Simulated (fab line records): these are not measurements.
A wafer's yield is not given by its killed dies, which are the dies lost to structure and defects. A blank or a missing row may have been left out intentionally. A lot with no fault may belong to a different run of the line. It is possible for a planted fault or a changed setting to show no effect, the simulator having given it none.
Matching of chambers    flow n5Finfet    3 sister chambers for N5_BEOL_M0_SAQP_PECVD_04 on pecvd-02
The step deposits a-Si from SiH4/He, target thk 60 nm, time 60.2 s. 24 wafers are shown with their chamber, then 12 later ones without.

WAFERS, EACH WITH ITS CHAMBER
wafer   chamber  showerheadPlenumPTorr (Torr)  heaterPowerW (W)  throttleValvePct (%)
L074.3  1        5.736                         751               17.9
L074.4  2        5.692                         615               17.4
L074.6  1        5.740                         755               17.5
L075.1  1        5.726                         765               17.8
L075.2  2        5.688                         613               17.5
L075.4  2        5.705                         603               17.6
L076.2  1        5.741                         707               17.6
L076.3  0        5.679                         690               18.2
L076.4  1        5.736                         719               17.6
L080.1  2        5.696                         582               17.8
L080.3  1        5.732                         775               18.1
L080.4  2        5.693                         588               17.6
L083.4  1        5.755                         692               17.9
L083.5  2        5.699                         622               17.8
L083.6  0        5.665                         664               18.2
L084.2  2        5.717                         599               17.6
L084.4  2        5.693                         629               17.8
L084.6  0        5.672                         681               18.1
L090.1  0        5.679                         615               18.1
L090.3  1        5.730                         714               18.1
L090.5  1        5.723                         716               17.7
L091.1  2        5.705                         582               17.9
L091.2  0        5.651                         687               18.3
L091.4  0        5.674                         692               18.4

SIGNATURES (means of the wafers above)
reading                chamber 0  chamber 1  chamber 2  scatter within a chamber
showerheadPlenumPTorr  5.67000    5.73544    5.69867    0.0096
heaterPowerW           671.50     732.67     603.67     25.4
throttleValvePct       18.217     17.800     17.667     0.178
Rule: distance of a wafer from a chamber = root of the sum over the readings of ((wafer's reading minus chamber's mean) / reading's scatter) squared. If the next closest chamber is less than 2 further off than the closest, the wafer can't be placed; otherwise it belongs to the closest. The scatter: take each reading less its chamber's mean, square it, sum over the shown wafers, divide by the number of wafers less the number of chambers, and take the root.

WAFERS WITHOUT THEIR CHAMBER
wafer   showerheadPlenumPTorr (Torr)  heaterPowerW (W)  throttleValvePct (%)
L092.1  5.693                         626               18.0
L092.3  5.710                         641               18.0
L092.4  5.672                         654               18.4
L093.1  5.664                         696               18.3
L093.5  5.734                         756               17.6
L093.6  5.697                         588               17.9
L095.1  5.704                         646               18.0
L095.2  5.730                         687               17.8
L095.4  5.682                         637               17.7
L097.2  5.668                         677               18.3
L097.4  5.723                         703               17.8
L097.5  5.663                         674               18.1

THE CHAMBER EACH PASSED THROUGH
wafer   from the rows above           in truth
L092.1  can't be placed: 2 or 0       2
L092.3  can't be placed: 2 or 0 or 1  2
L092.4  0                             0
L093.1  0                             0
L093.5  1                             1
L093.6  2                             2
L095.1  can't be placed: 2 or 0       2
L095.2  1                             1
L095.4  can't be placed: 2 or 0       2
L097.2  0                             0
L097.4  1                             1
L097.5  0                             0
Correct placement for 8 of the 12. These rows do not allow placing 4 (true chamber among the candidates in 4). Wrongly placed: 0.
